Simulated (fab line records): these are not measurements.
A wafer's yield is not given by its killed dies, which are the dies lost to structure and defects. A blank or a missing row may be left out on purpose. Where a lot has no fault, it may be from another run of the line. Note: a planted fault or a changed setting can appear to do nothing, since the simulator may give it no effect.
fab line records | flow nand_harc
record: lots: 6 wafers: 18 last_day: 33
route steps=1302 shown A_STAIRCASE@657 END@1302
lots with no fault: from the same line, run without faults
start_h: start of the lot's first displayed wafer, in hours after the record's first day | wait_h: time in hours since the lot's previous step | " as in the row above | L1.1+2: one row covering several wafers at once | - no value present, or no start provided | * or withheld: withheld | < > ~ a bound
route shown NAME@n: names a module that has steps shown in the file, with the first one's number in the route | usual: average and standard deviation across the fault-free wafers | same: alike in all rows | chamber/n: place in a boat | sites: per-site readings | _std_site: the standard deviation of these | _edge_site: the outer-site mean with the inner-site mean subtracted | radius_mm: for every site, how far away it sits from the centre of the wafer | mask NAME#n: copy n | behind: the most recent tool/chamber to have shaped the wafer | hold: why the lot went on hold/how many hours it stayed there/how the hold came to an end | device: the transistor (n, p or np) that didn't switch | end of line: the same wafers' tests at the end of the route | a step with no rows: only its recipe | killed: the dies lost at the first sort to structure and to defects; this is not the yield of the wafer | map: dies across one wafer; x = killed, . = not, _ = none there
set.NAME: the setting as run; set.NAME@STEP: as run at that earlier step | model.NAME: the simulator's own value behind a step, which no gauge read
lots at selected steps of the route; one table per step, one row per wafer
services: when a tool's chamber went out of use (start_h, in hours from the record's first day, below 0 if earlier), for how many hours, and the reason
== steps ==
step: NHARC_A_STAIRCASE_DEHYDRATE_01
recipe: temp_c: 150 time_s: 120
step: NHARC_A_STAIRCASE_HMDS_02
recipe: time_s: 30
step: NHARC_A_STAIRCASE_COAT_03
recipe: spin_rpm: 1200
step: NHARC_A_STAIRCASE_SOFTBAKE_04
recipe: temp_c: 135 time_s: 170
step: NHARC_A_STAIRCASE_EBR_05
step: NHARC_A_STAIRCASE_EXPOSE_06
recipe: na: 0.5 dose_mj: 25.43 mask_id: STAIR
step: NHARC_A_STAIRCASE_PEB_07
recipe: peb_temp_c: 115 peb_time_s: 130
step: NHARC_A_STAIRCASE_DEVELOP_08
recipe: time_s: 140
step: NHARC_A_STAIRCASE_HARDBAKE_10
recipe: temp_c: 120 time_s: 140
step: NHARC_A_STAIRCASE_DESCUM_11
recipe: time_s: 3 o2_flow_sccm: 200 ar_flow_sccm: 0 bias_power_w: 0 chemistry: O2
usual: drypump_motor_current_A: 5.6/0.39 oes_product_au: 1.002/0.0088 rf_vpp_V: 57.7/0.93 showerhead_plenum_p_Torr: 1.88/0.081 throttle_valve_pct: 11.311/0.009
same: time_s: 3
columns lot.wafer tool chamber start_h wait_h drypump_motor_current_A oes_product_au rf_hours_counter_h rf_vpp_V showerhead_plenum_p_Torr throttle_valve_pct
L236.1 rie_diel-13 3 399.14 - 5.4 1.006 11 57.3 1.78 11.310
L236.2 " 0 " " 6.1 1.011 11 57.1 1.85 11.303
L236.6 " 3 " " 5.4 1.008 - 57.4 1.78 11.324
L237.1 rie_diel-10 3 419.33 - 5.5 0.999 56 56.3 1.81 11.300
L237.2 " 0 " " 5.7 0.987 61 57.7 1.83 11.308
L237.5 " 0 " " 5.7 0.997 - 57.9 1.83 11.299
L243.2 rie_diel-10 0 460.64 - 5.7 0.990 12 58.1 1.83 11.304
L243.6 " 3 " " 5.6 1.003 - 57.5 1.80 11.305
L243.5 " 0 " " 5.7 0.992 - 56.0 1.83 11.308
L249.3 rie_diel-13 0 530.93 - 6.1 1.008 0 57.6 1.84 11.324
L249.4 " 1 " " 5.9 1.000 0 57.2 1.94 11.316
L249.2 " 3 " " 5.4 1.018 0 57.3 2.08 11.309
L250.1 rie_diel-13 1 544.81 - 5.9 0.995 3 58.0 1.94 11.308
L250.5 " 0 " " 6.1 1.009 - 55.8 1.84 11.315
L250.6 " 1 " " 5.9 0.994 - 57.6 1.94 11.321
L254.4 rie_diel-02 3 568.91 - 4.7 1.018 57 57.8 1.91 11.302
L254.3 " 1 " " 6.4 0.995 55 59.5 2.06 11.316
L254.5 " 3 " " 4.7 0.998 - 55.7 1.91 11.323
step: NHARC_A_STAIRCASE_TRIM_12
recipe: time_s: 211.2 o2_flow_sccm: 500 ar_flow_sccm: 0 bias_w: 0 chemistry: O2
usual: drypump_motor_current_A: 5.6/0.38 oes_product_au: 1.002/0.0091 rf_vpp_V: 57.7/0.91 showerhead_plenum_p_Torr: 3.48/0.14 throttle_valve_pct: 17.036/0.0098
same: time_s: 211.2
columns lot.wafer tool chamber start_h wait_h drypump_motor_current_A oes_product_au rf_hours_counter_h rf_vpp_V showerhead_plenum_p_Torr throttle_valve_pct
L236.1 rie_diel-13 1 399.24 0.1 5.9 0.992 10 57.4 3.60 17.025
L236.2 " 2 " " 5.3 0.998 9 56.0 3.37 17.045
L236.6 " 0 " " 6.1 1.011 - 56.2 3.42 17.038
L237.1 rie_diel-10 0 419.43 0.1 5.7 1.007 61 57.8 3.38 17.051
L237.2 " 2 " " 5.2 0.996 51 56.8 3.44 17.043
L237.5 " 3 " " 5.5 1.005 - 57.9 3.34 17.040
L243.2 rie_diel-10 0 460.75 0.1 5.7 0.999 12 57.5 3.38 17.031
L243.5 " 3 " " 5.5 1.003 - 56.4 3.34 17.035
L243.6 " 1 " " 5.7 1.003 - 57.4 3.53 17.048
L249.4 rie_diel-13 0 531.02 0.1 6.0 1.006 0 58.7 3.40 17.019
L249.3 " 1 " " 5.9 1.000 0 57.7 3.58 17.034
L249.2 " 2 " " 5.3 0.985 0 57.7 3.35 17.051
L250.1 rie_diel-13 2 544.93 0.1 5.3 0.984 2 57.9 3.35 17.037
L250.6 " 3 " " 5.4 1.014 - 58.6 3.81 17.035
L250.5 " 0 " " 6.1 1.004 - 56.8 3.40 17.046
L254.3 rie_diel-02 1 569.02 0.1 6.4 0.990 55 58.7 3.78 17.035
L254.4 " 2 " " 5.4 0.995 51 57.7 3.50 17.038
L254.5 " 3 " " 4.7 0.985 - 57.5 3.53 17.047
step: NHARC_A_STAIRCASE_ETCH_13
recipe: target_depth_a: 1000 time_s: 40.5 ion_energy_ev: 400 c4f8_flow_sccm: 20 o2_flow_sccm: 10 ar_flow_sccm: withheld rf_w: 600 bias_w: 1000 chemistry: C4F8/O2
usual: oes_product_au: 0.944/0.015 rf_vpp_V: 895/5.6
same: time_s: 40.5
columns lot.wafer tool chamber start_h wait_h oes_product_au rf_hours_counter_h rf_vpp_V
L236.2 rie_diel-13 2 399.52 - 0.929 9 890
L236.1 " 0 " " 0.924 11 892
L236.6 " 2 " " 0.939 - 892
L237.1 rie_diel-10 0 419.57 - 0.949 61 890
L237.2 " 1 " " 0.971 52 896
L237.5 " 0 " " 0.951 - 892
L243.2 rie_diel-10 1 460.93 - 0.942 9 897
L243.6 " 0 " " 0.934 - 891
L243.5 " 1 " " 0.944 - 896
L249.4 rie_diel-13 1 531.17 - 0.947 0 898
L249.3 " 2 " " 1.085 0 889
L249.2 " 3 " " 1.127 0 906
L250.1 rie_diel-13 2 545.05 - 0.942 3 888
L250.6 " 0 " " 1.083 - 892
L250.5 " 1 " " 0.948 - 897
L254.3 rie_diel-02 2 569.16 - 0.950 51 895
L254.4 " 3 " " 0.939 57 898
L254.5 " 0 " " 0.956 - 899
step: NHARC_A_STAIRCASE_TRIM_14
recipe: time_s: 211.2 o2_flow_sccm: 500 ar_flow_sccm: 0 bias_w: 0 chemistry: O2
usual: drypump_motor_current_A: 5.6/0.38 oes_product_au: 1.002/0.0096 rf_vpp_V: 57.7/0.83 showerhead_plenum_p_Torr: 3.49/0.15 throttle_valve_pct: 17.036/0.01
same: time_s: 211.2
columns lot.wafer tool chamber start_h wait_h drypump_motor_current_A oes_product_au rf_hours_counter_h rf_vpp_V showerhead_plenum_p_Torr throttle_valve_pct
L236.1 rie_diel-13 3 - - 5.5 1.007 11 58.3 3.30 17.030
L236.2 " 0 " " 6.1 1.015 12 58.7 3.42 17.036
L236.6 " 2 " " 5.3 1.006 - 56.4 3.37 17.042
L237.2 rie_diel-10 0 - - 5.7 1.001 61 56.8 3.38 17.037
L237.1 " 1 " " 5.7 0.995 52 58.3 3.54 17.034
L237.5 " 0 " " 5.7 1.009 - 58.1 3.38 17.037
L243.2 rie_diel-10 1 - - 5.6 0.997 10 59.1 3.53 17.045
L243.5 " 0 " " 5.7 0.990 - 58.3 3.38 17.055
L243.6 " 3 " " 5.5 1.010 - 57.3 3.34 17.030
L249.3 rie_diel-13 0 - - 6.1 1.013 0 57.4 3.40 17.057
L249.4 " 1 " " 5.9 1.001 0 58.0 3.58 17.038
L249.2 " 2 " " 5.4 0.991 0 56.6 3.35 17.026
L250.1 rie_diel-13 3 - - 5.4 1.000 3 59.5 3.81 17.028
L250.5 " 3 " " 5.4 1.003 - 59.0 3.81 17.037
L250.6 " 0 " " 6.1 0.994 - 58.5 3.40 17.045
L254.4 rie_diel-02 0 - - 5.3 1.003 51 57.0 3.61 17.039
L254.3 " 1 " " 6.4 1.001 56 57.3 3.78 17.038
L254.5 " 2 " " 5.4 0.995 - 57.5 3.50 17.010
step: NHARC_END_SORT_01
recipe: temp_c: 25
usual: killed_at_array: 46/16 killed_at_other: 0.9/1.3 killed_at_periphery: 4.1/3 killed_dies: 51/17 killed_open: 3.5/1.8 killed_short: 2.5/1.8
same: gross_dies: 677
columns lot.wafer tool chamber start_h wait_h killed_at_array killed_at_other killed_at_periphery killed_dies killed_open killed_short
L237.1 prober-02 0 625.73 2.5 44 2 0 46 3 1
L237.2 prober-02 0 626.54 2.8 69 2 5 76 3 1
L237.5 prober-02 0 628.94 3.7 71 3 1 75 5 1
L243.2 prober-02 0 668.91 2.8 25 0 2 27 3 0
L243.5 prober-02 0 671.29 3.7 33 0 0 33 2 1
L243.6 prober-02 0 672.08 4.0 24 0 0 24 3 2
L249.2 prober-01 0 742.98 2.8 488 0 0 488 3 1
L249.3 prober-01 0 743.76 3.1 494 0 6 500 3 0
L249.4 prober-01 0 744.55 3.4 40 0 2 42 7 2
L250.6 prober-02 0 772.67 3.9 396 0 3 399 2 3
killed by level:class
L237.1 A_CHANNEL_HOLE_D1:chamber_film_flake=14 A_CHANNEL_HOLE_D2:chamber_film_flake=9 A_CONTACT:chamber_film_flake=8 A_STAIRCASE:chamber_film_flake=6 A_DECK1_JOINT:geometric_particle:open=2 A_WL_FILL:chamber_film_flake=2 A_CHANNEL_HOLE_D1:geometric_particle:open=1 STARTING-WAFER:geometric_particle:short=1
L237.2 A_CHANNEL_HOLE_D1:chamber_film_flake=31 A_CHANNEL_HOLE_D2:chamber_film_flake=20 A_STAIRCASE:chamber_film_flake=6 A_CONTACT:chamber_film_flake=6 P_M0:chamber_film_flake=2 A_SLIT:chamber_film_flake=2 A_WL_FILL:chamber_film_flake=2 HYBRID_BOND:latent=2
L237.5 A_CHANNEL_HOLE_D1:chamber_film_flake=32 A_CHANNEL_HOLE_D2:chamber_film_flake=21 A_WL_FILL:chamber_film_flake=5 A_CONTACT:chamber_film_flake=5 A_STAIRCASE:chamber_film_flake=3 THIN_TSV:chamber_film_flake=3 P_M1:geometric_particle:open=1 A_ONON_D1:geometric_particle:short=1
L243.2 A_CHANNEL_HOLE_D2:chamber_film_flake=12 A_CONTACT:chamber_film_flake=7 A_M1:chamber_film_flake=2 P_M0:geometric_particle:open=1 P_M1:geometric_particle:open=1 A_DECK1_JOINT:geometric_particle:open=1 A_ZERO_WELL:chamber_film_flake=1 A_CHANNEL_HOLE_D1:chamber_film_flake=1
L243.5 A_CHANNEL_HOLE_D2:chamber_film_flake=12 A_CONTACT:chamber_film_flake=7 A_CHANNEL_HOLE_D1:chamber_film_flake=5 A_M1:chamber_film_flake=4 A_SLIT:chamber_film_flake=2 A_ONON_D2:geometric_particle:open=1 A_CHANNEL_FILL_D2:geometric_particle:short=1 A_M0:geometric_particle:open=1
L243.6 A_CHANNEL_HOLE_D2:chamber_film_flake=6 A_CHANNEL_HOLE_D1:chamber_film_flake=5 A_SLIT:chamber_film_flake=3 A_CONTACT:chamber_film_flake=3 A_CHANNEL_FILL_D2:geometric_particle:open=2 A_WL_FILL:geometric_particle:short=2 A_BLC:geometric_particle:open=1 A_WL_FILL:chamber_film_flake=1
L249.2 A_STAIRCASE:area_etch=442 A_CHANNEL_HOLE_D1:chamber_film_flake=15 A_STAIRCASE:chamber_film_flake=13 A_CHANNEL_HOLE_D2:chamber_film_flake=5 A_SLIT:chamber_film_flake=5 A_CHANNEL_HOLE_D1:geometric_particle:open=1 A_CHANNEL_FILL_D2:geometric_particle:open=1 A_WL_FILL:geometric_particle:short=1
L249.3 A_STAIRCASE:area_etch=450 A_CHANNEL_HOLE_D1:chamber_film_flake=19 A_STAIRCASE:chamber_film_flake=9 P_GATE:chamber_film_flake=5 A_WL_FILL:chamber_film_flake=5 A_CHANNEL_HOLE_D2:chamber_film_flake=2 A_CONTACT:chamber_film_flake=2 A_BONDPAD:chamber_film_flake=2
L249.4 A_CHANNEL_HOLE_D1:chamber_film_flake=10 A_CHANNEL_HOLE_D2:chamber_film_flake=7 A_SLIT:chamber_film_flake=7 A_STAIRCASE:chamber_film_flake=6 P_CONTACT:geometric_particle:open=2 A_SOURCE_PLATE:geometric_particle:short=1 A_CHANNEL_FILL_D1:geometric_particle:open=1 A_ONON_D2:geometric_particle:open=1
L250.6 A_STAIRCASE:area_etch=371 A_CHANNEL_HOLE_D1:chamber_film_flake=10 A_CONTACT:chamber_film_flake=6 P_M1:chamber_film_flake=2 A_CHANNEL_FILL_D1:chamber_film_flake=2 A_CHANNEL_FILL_D2:geometric_particle:open=1 A_CHANNEL_FILL_D2:geometric_particle:short=1 A_SGD_CUT:geometric_particle:open=1
map L249.3 (x killed, . not)
____________.____________
_________......._________
_______.....x...x._______
______x.x....x.x...______
_____.x......xxxxxxx_____
____....xx.xx.xx.xxxx____
____..xxx..xxxxxxxxxx____
___..xxxxxx.xx.x.xx.x.___
___x.x.xx..xxxxxxxxxxx___
__...xxxx.xxx.xxxxxx.xx__
__....xxxxxxxxxxxx.xxx.__
_.xx.x.xxxxxxxxxxxx.xxxx_
_..xxxxxxxxxxxxxxxxxx.xx_
_.xx.xxxxxxxxxxxxxxxxxxx_
_.xxxxxxxxxxxxxxxxxxxxxx_
_xx..xxxxxxxxxxxxxx.xx.x_
.....xxxxxxxxxxxxxxx.xxx.
....xxxxxxxxxxxxxxxxx.xxx
...xxxxxxxxxxxxxxxxx.xxx.
.....xxxxxxxxxxxxxxxxxxx.
.xxxxxxxx.xxxxxxxxxxxxxx.
_..xxxxxxxxxxxxxxxxxxx.._
_x.xxxxxx.xxxxxxxxxxxx.x_
_..xxxxxxxxxxxxxxxxxxxx._
_.x.xxxxxxxxxxxxxxxxxxxx_
_..xxxxxxxxxxxxxxxxxxx.x_
__..xxx.xxxx.xxxxxxx.xx__
__.....xxxxxxxxxxxxxxxx__
___...xxx.xx.xxxxxxx.x___
___..x..xx.xxxxxxxxx..___
____.xxx.xxxxxxxxxx.x____
____...xxx.xxxxxx.xxx____
_____...xx..xxxx.x.._____
______..x.xx.xxxx.x______
_______..x....x.xx_______
_________xxx..x._________
____________.____________
map L250.6 (x killed, . not)
____________x____________
_________xxxxxxx_________
_______x.xxxxxxxxx_______
______.xxxxxxxxxxxx______
_____xx....xxxxxxxxx_____
____xxx.x.xxxx.xxxxxx____
____x....x.x.xxxx.xxx____
___xxx.xxx..xxxxxxxxxx___
___xxx.xxx.xx.xxxxxxxx___
__xxxx.....xx.xxxxxxxxx__
__x.x...x..x.xxxxxxxxxx__
_xxx..xx..x..x.xxxx.xxxx_
_xx...x.....xx..xxxxxxxx_
_xx...xx....x..x..xx.xxx_
_x....x.........xx.xxxxx_
_...x.........x.xx.xxxxx_
x.xx..x..........xxxxxxxx
x.xx...x.x.x.xxx.xxxxxxxx
x.x..........x....x..xxxx
....x.....x.....xxxxx.xxx
x.x.x............x..xxxxx
_x.....x......x...xxxxxx_
_.xx....xx......x..xxxxx_
_...x...xx.x.xx...xxxxxx_
_.x..x..x..x....xxxx.xxx_
_.xxx..x.x.....x.xxxxxxx_
__...xx.x.x...xx..xx.xx__
__xx....xx....xxx...xxx__
___x.x...xx.x.x.xxxxxx___
___.xxx.xx..xxxx.xxxxx___
____.xx.x..xxx..xxxxx____
____x.xx....x.xxxxxxx____
_____.xxx.x.x.xxxxxx_____
______.x.xxx.x.xxxx______
_______.xxxxxxxxxx_______
_________x.xxxxx_________
____________x____________
== services ==
columns tool chamber start_h hours kind
rie_diel-13 0 377.75 - clean
rie_diel-13 1 377.75 - clean
rie_diel-13 2 377.75 - clean
rie_diel-13 3 377.75 - clean
rie_diel-02 - 393.83 9.0 pm
rie_diel-13 0 402.29 - clean
rie_diel-13 1 402.29 - clean
rie_diel-13 2 402.29 - clean
rie_diel-13 3 402.29 - clean
rie_diel-10 - 420.03 9.0 pm
rie_diel-13 0 426.79 - clean
rie_diel-13 1 426.79 - clean
rie_diel-13 2 426.79 - clean
rie_diel-13 3 426.79 - clean
rie_diel-02 2 432.93 5.3 repair
rie_diel-10 2 441.16 33.4 repair
rie_diel-13 0 452.08 - clean
rie_diel-13 1 452.08 - clean
rie_diel-13 2 452.08 - clean
rie_diel-13 3 452.08 - clean
rie_diel-02 2 477.98 4.5 repair
rie_diel-02 2 488.79 12.6 repair
rie_diel-02 0 499.98 5.0 repair
rie_diel-13 - 521.23 9.0 pm
== key ==
first_sign: step: NHARC_A_STAIRCASE_ETCH_13 reading: oes_product_au direction: up sigmas: 10 usual: 0.944 struck: 1.098
effect: step: NHARC_END_SORT_01 reading: killed_at_array direction: up sigmas: 25 usual: 46 struck: 459
more_kills_born_at: NHARC_A_STAIRCASE_ETCH_13@rie_diel-13: 1263
met_at NHARC_A_STAIRCASE_ETCH_13
struck_wafers L249.2,L249.3,L250.6
later_rows_left_out L249.2,L249.3,L250.6
tester_left_out L249,L250
onset_between 399.52 531.17
fault: kind: process_parameter_drift tool: rie_diel-13 chamber: - onset_h: 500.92 steps: NHARC_A_STAIRCASE_ETCH_13 channel: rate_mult offset: 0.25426 shape: step end_h: 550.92 scope: struck_wafers_only
tester_left_out: of these lots the tester's yield and bins aren't shown, on N5 and GAA mostly nor the transistor test; their killed dies are dies lost to structure and defects alone, not to doping, threshold or leakage, so they don't give the yield
later_rows_left_out: the simulator's readings of these wafers behind a module that went badly wrong aren't trusted and aren't shown, but for the sort
